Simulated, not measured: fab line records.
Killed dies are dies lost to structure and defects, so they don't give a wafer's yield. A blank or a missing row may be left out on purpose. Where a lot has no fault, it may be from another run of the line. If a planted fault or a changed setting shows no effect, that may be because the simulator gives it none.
Split-lot experiment -- flow n5Finfet -- 7 lots, 21 wafers read, on a route of 1938 steps

== SPLIT DETAILS ==
At N5_HKMG_FIN_COAT_41 (time 60 s, resist thk 300 nm), the setting spinRpm was moved away from the recipe's 1500 rpm on 7 of the 21 wafers read, by -8.5% to +10.8%. All remaining wafers had this setting at the recipe value.

The reading comes from the split's own step.

== THE READING ==
SOC_of_HKMG_FIN_COAT_41.thkNm (the simulator's own value, which no gauge read), in nm, at N5_HKMG_FIN_COAT_41 (time 60 s, resist thk 300 nm). The file does not state a usual value for it. Across the 14 wafers here that went through the recipe, the average is 300.2 nm and the standard deviation 0.69 nm.

wafer,"tool, chamber at the split","spinRpm as run, rpm",against the recipe,"SOC_of_HKMG_FIN_COAT_41.thkNm, nm",against lot-mates on the recipe
L075.3,"lithoTrack-03, 0",1500,recipe,300.8,-
L075.4,"lithoTrack-03, 0",1407,-6.2%,310.6,+9.8
L075.5,"lithoTrack-03, 0",1407,-6.2%,310.6,+9.8
L078.1,"lithoTrack-03, 0",1576,+5.1%,293.8,-7.3
L078.2,"lithoTrack-03, 0",1500,recipe,301.4,-
L078.6,"lithoTrack-03, 0",1500,recipe,300.8,-
L079.4,"lithoTrack-03, 0",1500,recipe,301.2,-
L079.5,"lithoTrack-03, 0",1500,recipe,300.4,-
L079.6,"lithoTrack-03, 0",1500,recipe,300.6,-
L090.3,"lithoTrack-02, 0",1662,+10.8%,284.4,-15.0
L090.5,"lithoTrack-02, 0",1500,recipe,299.4,-
L090.6,"lithoTrack-02, 0",1662,+10.8%,284.2,-15.2
L091.2,"lithoTrack-03, 0",1448,-3.5%,305,+5.1
L091.4,"lithoTrack-03, 0",1500,recipe,300.6,-
L091.6,"lithoTrack-03, 0",1500,recipe,299.2,-
L092.1,"lithoTrack-02, 0",1500,recipe,300,-
L092.3,"lithoTrack-02, 0",1500,recipe,299.8,-
L092.5,"lithoTrack-02, 0",1500,recipe,299.6,-
L094.2,"lithoTrack-03, 0",1500,recipe,300.4,-
L094.3,"lithoTrack-03, 0",1500,recipe,299.2,-
L094.5,"lithoTrack-03, 0",1372,-8.5%,314.2,+14.4

THE FIT
A straight line over all 21 wafers: SOC_of_HKMG_FIN_COAT_41.thkNm changes by -1.53 nm for each +1% of spinRpm; r = -0.99; the points scatter about the line by 0.75 nm.
The same after taking each lot's own level away (the mean of its wafers on the recipe; 21 wafers): -1.49 nm for each +1%; r = -1.00; scatter 0.59 nm.
The reading moves by 16 nm for the largest change in spinRpm, on that fit.
Measured against the standard deviation above, the lots' own levels, which go from 299.40 to 301.10 nm, span 2.5 times it.
The two slopes are in agreement: the lot-to-lot level therefore moves the slope only a little.
Check: for one of the wafers moved furthest among these (+10.8%), held out of the fit, the line's prediction against its lot-mates is -16.2 nm. It came out at -15 nm against them.

== THESE WAFERS: OTHER SPLITS ==
Other splits were also applied to these wafers ahead of the reading. Each is held against what the fit with the lots' levels taken away leaves over:
other split on the same wafers,wafers away from the commonest value,r with SOC_of_HKMG_FIN_COAT_41.thkNm (lot level and that fit taken away)
N5_FIN_SAQP_COAT_68 tempC,5,-0.11
N5_DUMMY_GATE_PECVD_30 timeS,8,+0.08
N5_DUMMY_GATE_COAT_28 tempC,10,-0.22
N5_SD_EPI_N_COAT_33 spinRpm,4,-0.11
N5_SD_EPI_N_ETCH_35 timeS,6,-0.22
N5_ILD0_CMP_03 downForcePsi,9,+0.04
N5_SDB_HM_DEP_00 timeS,7,+0.14

== FILE'S OWN FIT ==
SOC_of_HKMG_FIN_COAT_41.thkNm changes by -1.51 nm for each +1% of spinRpm, r = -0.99.
